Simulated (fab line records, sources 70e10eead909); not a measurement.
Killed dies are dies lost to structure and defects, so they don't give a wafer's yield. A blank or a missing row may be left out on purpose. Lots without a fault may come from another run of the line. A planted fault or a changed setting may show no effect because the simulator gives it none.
A struck lot beside a sound one | flow nand_harc | 41 steps out of a route of 1302
Sound: wafers L176.1, L176.4, L176.6. Struck: wafer L191.4. The cause comes at the end.
At each step with rows: each side's tool, then ch and its chambers, then its first start. Under that, the readings that differ: sound wafers | struck wafers | difference of the means | sigmas: that difference in standard deviations of wafers without a fault.
alike: readings whose means differ by less than 2 such deviations, and words and numbers that are the same on both sides. not compared: withheld readings, readings that some wafer has no value for, bounds like >300 that may hide the same value, and numbers for which the record gives no deviation and whose values overlap.
The two part at a step that has a row with sigmas, a row that says differs or no value, or rows on one side only. Numbers that don't overlap but have no deviation are shown without sigmas and don't part them. A reading that every wafer of one side lacks parts them only if that side has two wafers or more.

first, 7 steps without rows for these wafers: NHARC_P_M0_COAT_33 (time 65 s); NHARC_P_M0_COAT_03 (resist thk 90 nm); NHARC_P_M0_SOFTBAKE_04 (time 55 s); NHARC_P_M0_EBR_05; NHARC_P_M0_EXPOSE_06 (exposes mask P M0, target cd 90 nm); NHARC_P_M0_PEB_07 (peb time 65 s); NHARC_P_M0_DEVELOP_08 (develop time 35 s).
NHARC_P_M0_CD_MEAS_09: target cd 90 nm.
  sound on cd_sem-03 ch 0, day 5 21:36; struck on cd_sem-02 ch 0, day 12 02:08
  alike: cd_nm
NHARC_P_M0_OVL_MEAS_10: pitch 180 nm.
  sound on overlay-01, day 5 21:41; struck on overlay-01, day 12 02:13
  alike: overlay_x_nm, overlay_y_nm
NHARC_P_M0_INSPECT_11:
  sound on defect_inspect-02, day 5 21:43; struck on defect_inspect-01, day 12 02:15
  alike: raw_defect_count
NHARC_P_M0_DESCUM_14: chemistry O2, time 3 s.
  sound on rie_diel-01 ch 1,2, day 5 21:47; struck on rie_diel-01 ch 1, day 12 02:19
  reading               | sound             | struck | difference | sigmas
  oes_product_au (a.u.) | 1.008 1.005 1.018 | 0.983  | -0.027     | -2
  alike: drypump_motor_current_A, mfc_ar_sccm, o2_flow_sccm, rf_vpp_V, showerhead_plenum_p_Torr, throttle_valve_pct
  not compared: rf_hours_counter_h
then, 1 step without rows for these wafers: NHARC_P_M0_ETCH_34 (etches the open film in N2/H2, target depth 40 nm, overetch 12 nm, time 43.94 s).
NHARC_P_M0_ETCH_15: etches the open film in C4F8/Ar, target depth 150 nm, overetch 15 nm, time 82.5 s.
  sound on rie_diel-01 ch 0,1,3, day 5 21:58; struck on rie_diel-01 ch 2, day 12 02:29
  alike: oes_product_au, rf_vpp_V
  not compared: rf_hours_counter_h
NHARC_P_M0_CD_MEAS_16:
  sound on cd_sem-02, day 5 22:05; struck on cd_sem-02, day 12 02:37
  alike: cd_nm
then, 3 steps without rows for these wafers: NHARC_P_M0_STRIP_18 (strips in N2/H2); NHARC_P_M0_STRIP_19 (strips in post etch residue remover, time 600 s); NHARC_P_M0_DEGAS_28 (time 60 s).
NHARC_P_M0_PRE_CLEAN_29: time 30 s.
  sound on pvd_sputter-01; struck on pvd_sputter-01
  alike: heater_power_w
NHARC_P_M0_PVD_20: deposits TaN, target thk 5 nm, time 8.06 s.
  sound on pvd_sputter-01; struck on pvd_sputter-01
  alike: throttle_valve_pct
NHARC_P_M0_PVD_21: deposits Cu, target thk 30 nm, time 20.49 s.
  sound on pvd_sputter-01; struck on pvd_sputter-01
  alike: throttle_valve_pct
then, 3 steps without rows for these wafers: NHARC_P_M0_ECD_22 (material Cu, target thk 400 nm); NHARC_P_M0_ANNEAL_30 (time 90 s); NHARC_P_M0_CMP_23 (polishes, t overpolish 20 s, target thk 117.54 nm).
NHARC_P_M0_THK_MEAS_24: measures by xrf.
  sound on film_metro-02, day 6 00:08; struck on film_metro-02, day 12 04:37
  reading     | sound             | struck | difference | sigmas
  thk_nm (nm) | 116.0 119.6 117.4 | 121.7  | +4.0       | +2
then, 1 step without rows for these wafers: NHARC_P_M0_SRD_25.
NHARC_P_M0_PRE_CLEAN_31: time 12 s.
  sound on pecvd-04 ch 0,2, day 6 00:23; struck on pecvd-04 ch 2, day 12 04:53
  alike: heater_power_w
then, 11 steps without rows for these wafers: NHARC_P_M0_DEP_32 (deposits SiCN, target thk 30 nm); NHARC_P_M1_DEP_00 (deposits SiOC, target thk 182.5 nm); NHARC_P_M1_DEHYDRATE_01 (time 120 s); NHARC_P_M1_HMDS_02 (time 30 s); NHARC_P_M1_COAT_34 (time 65 s); NHARC_P_M1_COAT_03 (resist thk 90 nm); NHARC_P_M1_SOFTBAKE_04 (time 55 s); NHARC_P_M1_EBR_05; NHARC_P_M1_EXPOSE_06 (exposes mask P M1, target cd 130 nm); NHARC_P_M1_PEB_07 (peb time 65 s); NHARC_P_M1_DEVELOP_08 (develop time 35 s).
NHARC_P_M1_CD_MEAS_09: target cd 130 nm.
  sound on cd_sem-02 ch 0, day 6 01:35; struck on cd_sem-03 ch 0, day 12 06:04
  alike: cd_nm
NHARC_P_M1_OVL_MEAS_10: pitch 260 nm.
  sound on overlay-01, day 6 01:41; struck on overlay-02, day 12 06:08
  reading           | sound          | struck | difference | sigmas
  overlay_x_nm (nm) | -0.7 -0.5 -0.6 | 1.2    | +1.8       | +2
  alike: overlay_y_nm
NHARC_P_M1_DESCUM_14: chemistry O2, time 3 s.
  sound on rie_diel-13 ch 0,1,3, day 6 01:47; struck on rie_diel-13 ch 0, day 12 08:17
  reading | sound | struck                   | difference                   | sigmas
  hold    | - - - | await_dispo/1.5h/release | no value on the sound wafers |
  alike: drypump_motor_current_A, mfc_ar_sccm, o2_flow_sccm, oes_product_au, rf_vpp_V, showerhead_plenum_p_Torr, throttle_valve_pct
  not compared: rf_hours_counter_h
-- the record jumps here: 18 days lie between the struck wafers' starts before and after (it left off in module P_M1 and takes up again in module END, whose first step shown is number 1302 of the route) --
NHARC_END_SORT_01:
  sound on prober-01 ch 0, day 24 14:35; struck on prober-02 ch 0, day 30 11:07
  reading                  | sound          | struck | difference | sigmas
  defect_limited_yield (%) | 92.2 90.8 92.5 | 83.6   | -8.2       | -3
  killed_at_periphery      | 3 5 2          | 64     | +61        | +22
  killed_dies              | 53 62 51       | 111    | +56        | +3
  alike: killed_at_array, killed_at_other, killed_open, killed_short

WHERE THEY PART
First at NHARC_P_M0_DESCUM_14; last, within this record, at NHARC_END_SORT_01.

WHY: what the simulator had put in
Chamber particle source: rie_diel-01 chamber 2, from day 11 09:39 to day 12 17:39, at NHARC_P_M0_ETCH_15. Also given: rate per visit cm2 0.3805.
